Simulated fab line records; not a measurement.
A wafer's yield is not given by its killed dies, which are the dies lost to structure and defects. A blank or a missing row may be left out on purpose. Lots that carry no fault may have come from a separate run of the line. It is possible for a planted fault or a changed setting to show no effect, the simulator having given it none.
fab line records	flow n5_finfet	part 1 of 2: steps 1 to 4 of 6
record lots=23	wafers=69	last_day=17
route steps=1938 shown BEOL_M5@1127
lots with no fault: from the same line, run without faults
start_h: the number of hours between the record's first day and the start of the first shown wafer of the lot	wait_h: hours from the lot's prior step to this one	" the same as in the row above	L1.1+2: several wafers, shown together as one row	- no value present, or no start provided	* or withheld: withheld	< > ~ a bound
route shown NAME@n: a module of which the file shows steps, and the number in the route of the first	usual: average and standard deviation across the fault-free wafers	same: alike in all rows	chamber/n: place in a boat	sites: per-site readings	_std_site: their standard deviation	_edge_site: the outer-site mean with the inner-site mean subtracted	radius_mm: for every site, how far away it sits from the centre of the wafer	mask NAME#n: copy n	behind: tool/chamber where the wafer was last shaped	hold: why the lot was held/for how many hours/how that ended	device: the n, p or np transistor that did not switch	end of line: at the end of the route, the tests of the same wafers	a step without rows: its recipe alone	killed: the dies lost at the first sort to structure and to defects; this is not the yield of the wafer	map: shows each die of a wafer: x if killed, . if not, _ if none is there
set.NAME: the run value of the setting; set.NAME@STEP: its run value at that earlier step	model.NAME: the simulator's own value behind a step, which no gauge read
route steps across a sampled set of lots; one table per step, one row per wafer
services: a tool's chamber out of use, with start hour (start_h, from the record's first day; less than 0 if before it), hours out, and reason
## steps
# step N5_BEOL_M5_OVL_MEAS_12
# recipe points_per_wafer=522
# usual M5_OVL=0.0/0.75
lot.wafer	tool	chamber	start_h	wait_h	M5_OVL[nm]
L074.1	overlay-02	0	170.00	0.0	-0.4
L074.4	"	0	"	"	1.0
L074.6	"	0	"	"	-0.5
L075.1	overlay-01	0	172.38	0.0	-0.4
L075.4	"	0	"	"	-1.2
L075.6	"	0	"	"	-0.6
L076.2	overlay-01	0	182.20	0.0	0.3
L076.3	"	0	"	"	-0.2
L076.4	"	0	"	"	0.6
L077.2	overlay-02	0	186.50	0.0	0.7
L077.3	"	0	"	"	-0.4
L077.5	"	0	"	"	0.7
L078.1	overlay-01	0	195.89	0.0	-1.4
L078.2	"	0	"	"	-1.1
L078.3	"	0	"	"	0.1
L079.3	overlay-02	0	196.74	0.0	1.0
L079.4	"	0	"	"	0.3
L079.5	"	0	"	"	-0.2
L080.2	overlay-02	0	203.38	0.0	-1.1
L080.3	"	0	"	"	-0.1
L080.6	"	0	"	"	-0.6
L082.1	overlay-02	0	205.94	0.0	0.0
L082.4	"	0	"	"	1.3
L082.5	"	0	"	"	0.8
L081.2	overlay-01	0	207.84	0.0	1.1
L081.3	"	0	"	"	0.1
L081.4	"	0	"	"	0.6
L083.1	overlay-02	0	211.39	0.0	0.0
L083.5	"	0	"	"	-0.8
L083.6	"	0	"	"	-0.3
L084.1	overlay-02	0	230.08	0.0	0.2
L084.2	"	0	"	"	-0.3
L084.4	"	0	"	"	-0.1
L086.1	overlay-02	0	244.70	0.0	0.2
L086.2	"	0	"	"	-0.3
L086.4	"	0	"	"	0.8
L085.3	overlay-01	0	244.81	0.0	-0.8
L085.4	"	0	"	"	0.3
L085.5	"	0	"	"	-0.2
L087.2	overlay-01	0	247.86	0.0	0.7
L087.4	"	0	"	"	0.0
L087.5	"	0	"	"	0.6
L088.3	overlay-01	0	249.33	0.0	0.3
L088.4	"	0	"	"	-0.2
L088.5	"	0	"	"	0.8
L091.3	overlay-02	0	267.20	0.0	0.9
L091.4	"	0	"	"	-0.3
L091.5	"	0	"	"	0.6
L090.1	overlay-02	0	268.04	0.0	0.1
L090.4	"	0	"	"	-1.4
L090.5	"	0	"	"	0.0
L092.1	overlay-02	0	270.35	0.0	-1.6
L092.2	"	0	"	"	-1.5
L092.5	"	0	"	"	-0.2
L093.3	overlay-02	0	284.33	0.0	1.0
L093.4	"	0	"	"	0.7
L093.6	"	0	"	"	0.6
L094.1	overlay-02	0	290.44	0.0	0.5
L094.4	"	0	"	"	-1.2
L094.5	"	0	"	"	0.3
L095.1	overlay-02	0	292.80	0.0	-0.1
L095.4	"	0	"	"	1.3
L095.6	"	0	"	"	1.1
L096.3	overlay-02	0	298.26	0.0	0.5
L096.5	"	0	"	"	0.5
L096.6	"	0	"	"	-0.4
L097.1	overlay-01	0	299.84	0.0	-0.8
L097.2	"	0	"	"	-1.5
L097.5	"	0	"	"	-0.9
# step N5_BEOL_M5_STRIP_64
# recipe chemistry=CF4	resist=SiARC	power_w=300	bias_power_w=75	pressure_mtorr=50	cf4_flow_sccm=150	rf_frequency_hz=6e+07
# usual drypump_motor_current_A=5.8/0.52	oes_product_au=0.77/0.081	rf_vpp_V=271.7/1.2	showerhead_plenum_p_Torr=1.82/0.045	throttle_valve_pct=13.56/0.21
lot.wafer	tool	chamber	start_h	wait_h	drypump_motor_current_A	oes_product_au	rf_hours_counter_h	rf_vpp_V	showerhead_plenum_p_Torr	throttle_valve_pct
L074.1	rie_diel-03	1	170.30	0.0	6.1	0.73	167	272.7	1.87	13.74
L074.4	"	0	"	"	6.7	0.76	117	272.3	1.81	13.58
L074.6	"	1	"	"	6.1	0.73	-	272.4	1.87	13.75
L075.1	rie_diel-01	3	172.68	0.0	6.3	0.73	184	270.7	1.81	13.72
L075.4	"	1	"	"	5.9	0.85	44	273.0	1.91	13.43
L075.6	"	3	"	"	6.3	0.73	-	271.0	1.81	13.73
L076.2	rie_diel-03	0	182.49	0.0	6.7	0.75	120	271.7	1.81	13.58
L076.3	"	1	"	"	6.1	0.73	170	271.9	1.87	13.77
L076.4	"	2	"	"	4.8	0.90	12	270.4	1.77	13.32
L077.2	rie_diel-01	1	186.79	0.0	5.9	0.85	48	272.9	1.91	13.44
L077.3	"	2	"	"	5.7	0.71	198	270.9	1.84	13.35
L077.5	"	0	"	"	5.8	0.88	-	273.9	1.84	13.56
L078.1	rie_diel-02	0	196.19	0.0	5.1	0.69	232	272.2	1.84	13.70
L078.2	"	3	"	"	5.7	0.95	7	274.2	1.90	13.17
L078.3	"	2	"	"	6.5	0.71	210	270.9	1.76	13.71
L079.3	rie_diel-03	3	197.03	0.0	6.0	0.71	183	271.9	1.85	13.75
L079.4	"	3	"	"	6.0	0.70	-	272.2	1.85	13.77
L079.5	"	0	"	"	6.8	0.75	-	272.0	1.81	13.59
L080.2	rie_diel-03	3	203.68	0.0	6.0	0.71	185	272.3	1.85	13.77
L080.3	"	0	"	"	6.7	0.76	126	270.5	1.81	13.61
L080.6	"	1	"	"	6.1	0.73	-	272.6	1.87	13.77
L082.1	rie_diel-02	2	206.24	0.0	6.4	0.71	213	270.8	1.76	13.71
L082.4	"	3	"	"	5.6	0.94	10	273.5	1.90	13.16
L082.5	"	2	"	"	6.5	0.71	-	271.1	1.76	13.73
L081.2	rie_diel-02	2	208.18	0.0	6.4	0.71	214	271.5	1.76	13.72
L081.3	"	1	"	"	5.8	0.74	163	270.9	1.78	13.35
L081.4	"	3	"	"	5.6	0.94	10	271.6	1.90	13.16
L083.1	rie_diel-02	2	211.77	0.0	6.4	0.71	215	270.8	1.76	13.75
L083.5	"	2	"	"	6.5	0.71	-	271.1	1.76	13.72
L083.6	"	1	"	"	5.7	0.74	-	269.5	1.78	13.36
L084.1	rie_diel-02	1	230.38	0.0	5.8	0.73	171	270.2	1.78	13.38
L084.2	"	0	"	"	5.1	0.68	243	272.4	1.83	13.73
L084.4	"	3	"	"	5.6	0.92	18	276.0	1.90	13.18
L086.1	rie_diel-02	0	245.00	0.0	5.1	0.68	246	272.4	1.83	13.74
L086.2	"	1	"	"	5.8	0.73	176	270.3	1.78	13.37
L086.4	"	3	"	"	5.6	0.92	-	274.1	1.90	13.18
L085.3	rie_diel-03	2	245.12	0.0	4.9	0.86	31	268.9	1.76	13.36
L085.4	"	1	"	"	6.1	0.71	188	273.1	1.87	13.81
L085.5	"	2	"	"	4.9	0.85	-	270.2	1.76	13.36
L087.2	rie_diel-02	1	248.57	0.0	5.8	0.73	178	271.8	1.78	13.38
L087.4	"	0	"	"	5.1	0.68	-	272.8	1.83	13.73
L087.5	"	3	"	"	5.6	0.90	-	272.3	1.90	13.20
L088.3	rie_diel-01	1	249.79	0.0	5.9	0.82	68	272.5	1.90	13.48
L088.4	"	0	"	"	5.8	0.85	43	272.0	1.84	13.61
L088.5	"	3	"	"	6.3	0.71	-	271.5	1.80	13.76
L091.3	rie_diel-01	3	267.49	0.0	6.3	0.71	214	270.2	1.80	13.78
L091.4	"	2	"	"	5.7	0.70	223	273.0	1.83	13.39
L091.5	"	3	"	"	6.3	0.71	-	272.1	1.80	13.78
L090.1	rie_diel-01	1	268.52	0.0	5.9	0.82	74	273.1	1.90	13.50
L090.4	"	0	"	"	5.8	0.84	48	270.9	1.83	13.61
L090.5	"	3	"	"	6.4	0.71	-	270.0	1.80	13.80
L092.1	rie_diel-03	3	270.66	0.0	5.9	0.69	206	273.0	1.84	13.81
L092.2	"	1	"	"	6.1	0.71	196	272.5	1.86	13.82
L092.5	"	0	"	"	6.7	0.74	-	270.6	1.80	13.64
L093.3	rie_diel-02	3	284.62	0.0	5.6	0.88	40	271.5	1.89	13.22
L093.4	"	3	"	"	5.6	0.88	-	272.6	1.89	13.24
L093.6	"	1	"	"	5.8	0.72	-	271.5	1.77	13.41
L094.1	rie_diel-03	1	290.74	0.0	6.0	0.70	204	273.4	1.86	13.84
L094.4	"	2	"	"	4.9	0.84	-	268.9	1.76	13.39
L094.5	"	0	"	"	6.8	0.73	-	270.3	1.80	13.66
L095.1	rie_diel-03	2	293.62	0.0	4.9	0.83	49	271.6	1.76	13.40
L095.4	"	0	"	"	6.7	0.73	155	270.5	1.80	13.67
L095.6	"	1	"	"	6.1	0.71	-	272.6	1.86	13.85
L096.3	rie_diel-01	0	298.55	0.0	5.8	0.83	57	271.7	1.83	13.62
L096.5	"	0	"	"	5.8	0.83	-	271.4	1.83	13.61
L096.6	"	1	"	"	5.9	0.82	-	273.3	1.90	13.53
L097.1	rie_diel-02	0	300.14	0.0	5.1	0.96	3	273.3	1.83	13.15
L097.2	"	3	"	"	5.6	0.87	47	273.2	1.89	13.24
L097.5	"	0	"	"	5.0	0.96	-	271.2	1.83	13.18
# step N5_BEOL_M5_HM_OPEN_17
# recipe chemistry=Cl2/BCl3	target_depth_a=200	overetch_a=60	target=TiN	mask_material=SOC	ion_energy_ev=150	pressure_mtorr=10	icp_w=1000	bias_w=126	Cl2_flow_sccm=53.25	bcl3_flow_sccm=21.75	Ar_flow_sccm=25
# usual drypump_motor_current_A=5.43/0.27	oes_product_au=0.69/0.093	throttle_valve_pct=22.18/0.2
lot.wafer	tool	chamber	start_h	wait_h	drypump_motor_current_A	oes_product_au	rf_hours_counter_h	throttle_valve_pct
L074.1	rie_metal-03	1	170.34	0.0	5.68	0.59	72	22.40
L074.4	"	0	"	"	5.55	0.57	-	22.55
L074.6	"	1	"	"	5.60	0.59	-	22.43
L075.1	rie_metal-03	0	172.72	0.0	5.52	0.57	94	22.58
L075.4	"	0	"	"	5.55	0.57	-	22.57
L075.6	"	0	"	"	5.56	0.57	-	22.57
L076.2	rie_metal-01	1	182.53	0.0	5.51	0.81	1	21.92
L076.3	"	1	"	"	5.48	0.83	-	21.94
L076.4	"	0	"	"	5.24	0.79	-	22.10
L077.2	rie_metal-03	0	186.83	0.0	5.57	0.57	96	22.56
L077.3	"	1	"	"	5.67	0.59	-	22.42
L077.5	"	0	"	"	5.57	0.57	-	22.58
L078.1	rie_metal-03	1	196.23	0.0	5.56	0.59	74	22.42
L078.2	"	0	"	"	5.57	0.57	97	22.57
L078.3	"	0	"	"	5.57	0.57	-	22.58
L079.3	rie_metal-01	1	197.10	0.1	5.50	0.81	-	21.94
L079.4	"	0	"	"	5.20	0.78	-	22.11
L079.5	"	0	"	"	5.23	0.79	-	22.10
L080.2	rie_metal-02	0	203.72	0.0	5.04	0.66	38	22.29
L080.3	"	1	"	"	6.00	0.54	-	22.30
L080.6	"	0	"	"	5.05	0.67	-	22.27
L082.1	rie_metal-02	1	206.28	0.0	5.99	0.55	107	22.27
L082.4	"	0	"	"	5.06	0.67	-	22.26
L082.5	"	1	"	"	6.00	0.55	-	22.29
L081.2	rie_metal-02	0	208.22	0.0	5.04	0.67	39	22.29
L081.3	"	0	"	"	5.04	0.67	-	22.25
L081.4	"	1	"	"	5.97	0.55	-	22.32
L083.1	rie_metal-01	1	211.81	0.0	5.48	0.80	4	21.96
L083.5	"	1	"	"	5.47	0.80	-	21.93
L083.6	"	0	"	"	5.20	0.77	-	22.12
L084.1	rie_metal-01	1	230.42	0.0	5.48	0.78	6	21.95
L084.2	"	0	"	"	5.20	0.76	9	22.13
L084.4	"	0	"	"	5.18	0.77	-	22.11
L086.1	rie_metal-01	1	245.04	0.0	5.48	0.78	7	21.95
L086.2	"	0	"	"	5.18	0.76	10	22.12
L086.4	"	1	"	"	5.47	0.78	-	21.94
L085.3	rie_metal-01	0	245.19	0.1	5.21	0.76	-	22.11
L085.4	"	1	"	"	5.49	0.77	-	21.94
L085.5	"	0	"	"	5.21	0.76	-	22.10
L087.2	rie_metal-02	1	248.61	0.0	6.01	0.54	111	22.32
L087.4	"	0	"	"	5.02	0.67	-	22.28
L087.5	"	0	"	"	5.03	0.66	-	22.27
L088.3	rie_metal-01	1	249.86	0.1	5.49	0.78	-	21.96
L088.4	"	0	"	"	5.21	0.77	-	22.11
L088.5	"	0	"	"	5.22	0.77	-	22.09
L091.3	rie_metal-01	1	267.56	0.1	5.46	0.78	-	21.96
L091.4	"	0	"	"	5.20	0.75	-	22.13
L091.5	"	0	"	"	5.22	0.76	-	22.09
L090.1	rie_metal-01	0	268.56	0.0	5.21	0.75	13	22.12
L090.4	"	1	"	"	5.49	0.76	-	21.97
L090.5	"	0	"	"	5.20	0.75	-	22.11
L092.1	rie_metal-01	0	270.71	0.0	5.19	0.75	13	22.11
L092.2	"	1	"	"	5.49	0.77	10	21.97
L092.5	"	0	"	"	5.21	0.75	-	22.15
L093.3	rie_metal-01	1	284.69	0.1	5.46	0.75	-	21.93
L093.4	"	0	"	"	5.23	0.75	-	22.12
L093.6	"	1	"	"	5.47	0.76	-	21.94
L094.1	rie_metal-03	1	290.78	0.0	5.60	0.58	83	22.41
L094.4	"	0	"	"	5.56	0.55	-	22.59
L094.5	"	0	"	"	5.54	0.56	-	22.59
L095.1	rie_metal-01	1	293.66	0.0	5.49	0.76	12	21.97
L095.4	"	0	"	"	5.21	0.73	-	22.12
L095.6	"	0	"	"	5.17	0.74	-	22.13
L096.3	rie_metal-02	1	298.62	0.1	6.03	0.54	-	22.31
L096.5	"	0	"	"	5.02	0.66	-	22.29
L096.6	"	1	"	"	6.02	0.54	-	22.32
L097.1	rie_metal-01	1	300.18	0.0	5.48	0.76	13	21.94
L097.2	"	0	"	"	5.24	0.74	16	22.10
L097.5	"	0	"	"	5.23	0.75	-	22.10
# step N5_BEOL_M5_STRIP_36
# recipe chemistry=N2/H2	power_w=450	temp_c=40	pressure_mtorr=20	rf_frequency_hz=6e+07	overash_fraction=0.3	bias_power_w=7	h2_frac=0.5	n2_flow_sccm=200	h2_flow_sccm=200
# usual drypump_motor_current_A=5.8/0.56	oes_product_au=0.78/0.085	rf_vpp_V=59.3/1.3	showerhead_plenum_p_Torr=2.58/0.07	throttle_valve_pct=23.6/0.33
lot.wafer	tool	chamber	start_h	wait_h	drypump_motor_current_A	oes_product_au	rf_hours_counter_h	rf_vpp_V	showerhead_plenum_p_Torr	throttle_valve_pct
L074.1	rie_diel-02	2	171.25	0.0	6.5	0.72	203	61.3	2.54	24.1
L074.4	"	0	"	"	5.1	0.70	225	58.6	2.60	23.7
L074.6	"	2	"	"	6.5	0.73	-	57.5	2.54	24.1
L075.1	rie_diel-03	2	173.99	0.0	4.9	0.90	10	60.0	2.49	23.2
L075.4	"	0	"	"	6.7	0.77	118	57.9	2.56	24.1
L075.6	"	2	"	"	4.9	0.92	-	58.6	2.49	23.2
L076.2	rie_diel-01	3	185.28	0.0	6.4	0.74	188	61.8	2.52	23.5
L076.3	"	2	"	"	5.7	0.71	197	57.5	2.64	23.3
L076.4	"	0	"	"	5.8	0.92	25	58.9	2.58	23.5
L077.2	rie_diel-01	0	187.78	0.0	5.8	0.90	26	59.9	2.58	23.6
L077.3	"	3	"	"	6.4	0.74	189	58.6	2.52	23.6
L077.5	"	1	"	"	5.9	0.87	-	62.8	2.67	23.3
L078.1	rie_diel-02	1	198.45	0.0	5.7	0.74	160	60.3	2.53	23.4
L078.2	"	3	"	"	5.6	0.96	7	59.7	2.72	23.3
L078.3	"	2	"	"	6.5	0.70	210	59.3	2.54	24.1
L079.3	rie_diel-03	3	198.98	0.0	5.9	0.71	183	58.3	2.63	23.9
L079.4	"	2	"	"	4.9	0.91	-	59.4	2.49	23.2
L079.5	"	3	"	"	5.9	0.72	-	59.0	2.63	24.0
L080.2	rie_diel-03	1	206.91	0.0	6.1	0.74	174	61.9	2.64	23.6
L080.3	"	2	"	"	4.8	0.89	19	60.5	2.49	23.2
L080.6	"	2	"	"	4.9	0.89	-	60.3	2.49	23.2
L082.1	rie_diel-03	0	207.30	0.0	6.8	0.76	127	60.2	2.55	24.1
L082.4	"	3	"	"	5.9	0.72	186	59.5	2.63	24.0
L082.5	"	0	"	"	6.8	0.77	-	58.2	2.55	24.1
L081.2	rie_diel-01	2	210.29	0.0	5.7	0.71	205	59.8	2.63	23.3
L081.3	"	1	"	"	5.9	0.87	55	59.5	2.67	23.3
L081.4	"	2	"	"	5.7	0.71	-	58.0	2.63	23.3
L083.1	rie_diel-02	3	212.82	0.0	5.5	0.94	12	59.2	2.72	23.3
L083.5	"	2	"	"	6.5	0.71	-	58.4	2.54	24.1
L083.6	"	3	"	"	5.6	0.94	-	59.3	2.72	23.3
L084.1	rie_diel-03	3	231.45	0.0	5.9	0.71	193	56.8	2.63	24.0
L084.2	"	0	"	"	6.8	0.75	135	56.8	2.55	24.1
L084.4	"	2	"	"	4.9	0.89	27	59.9	2.48	23.3
L086.1	rie_diel-03	2	245.88	0.0	4.9	0.86	31	57.5	2.48	23.2
L086.2	"	1	"	"	6.1	0.71	188	58.6	2.63	23.6
L086.4	"	3	"	"	5.9	0.70	197	59.5	2.63	24.0
L085.3	rie_diel-02	1	246.31	0.0	5.7	0.75	176	57.1	2.53	23.4
L085.4	"	1	"	"	5.7	0.73	-	62.2	2.53	23.4
L085.5	"	3	"	"	5.6	0.93	-	60.8	2.71	23.3
L087.2	rie_diel-03	2	251.32	0.0	4.9	0.85	33	60.0	2.48	23.2
L087.4	"	1	"	"	6.1	0.73	190	59.5	2.63	23.6
L087.5	"	3	"	"	5.9	0.71	-	58.2	2.63	24.0
L088.3	rie_diel-01	3	251.47	0.0	6.3	0.71	210	60.4	2.51	23.6
L088.4	"	1	"	"	5.9	0.85	69	60.4	2.66	23.3
L088.5	"	3	"	"	6.3	0.72	-	61.1	2.51	23.6
L091.3	rie_diel-02	1	268.76	0.0	5.7	0.73	186	60.9	2.52	23.3
L091.4	"	3	"	"	5.6	0.90	-	59.1	2.71	23.3
L091.5	"	2	"	"	6.5	0.69	-	58.4	2.53	24.2
L090.1	rie_diel-03	0	269.58	0.0	6.8	0.75	147	60.1	2.55	24.2
L090.4	"	2	"	"	4.9	0.86	40	60.3	2.48	23.3
L090.5	"	2	"	"	4.9	0.86	-	56.1	2.48	23.3
L092.1	rie_diel-02	3	274.80	0.0	5.6	0.88	36	56.9	2.71	23.3
L092.2	"	1	"	"	5.8	0.73	188	57.7	2.52	23.4
L092.5	"	2	"	"	6.5	0.70	-	57.2	2.53	24.2
L093.3	rie_diel-03	0	286.66	0.0	6.7	0.74	151	60.8	2.54	24.2
L093.4	"	2	"	"	4.9	0.83	-	59.9	2.47	23.3
L093.6	"	0	"	"	6.7	0.74	-	57.4	2.54	24.2
L094.1	rie_diel-03	1	292.95	0.0	6.0	0.72	205	57.4	2.63	23.6
L094.4	"	3	"	"	5.9	0.71	211	57.1	2.62	23.9
L094.5	"	2	"	"	4.9	0.85	-	59.0	2.47	23.3
L095.1	rie_diel-02	1	296.75	0.0	5.8	0.72	199	60.1	2.52	23.4
L095.4	"	3	"	"	5.6	0.90	46	61.3	2.70	23.3
L095.6	"	2	"	"	6.5	0.70	-	58.1	2.53	24.2
L096.3	rie_diel-03	0	299.44	0.0	6.8	0.74	157	58.7	2.54	24.2
L096.5	"	3	"	"	5.9	0.70	-	60.5	2.62	24.0
L096.6	"	2	"	"	4.9	0.84	-	58.6	2.47	23.3
L097.1	rie_diel-02	3	302.20	0.0	5.6	0.89	47	59.5	2.70	23.3
L097.2	"	2	"	"	6.5	0.70	241	56.2	2.52	24.2
L097.5	"	3	"	"	5.6	0.87	-	60.6	2.70	23.3
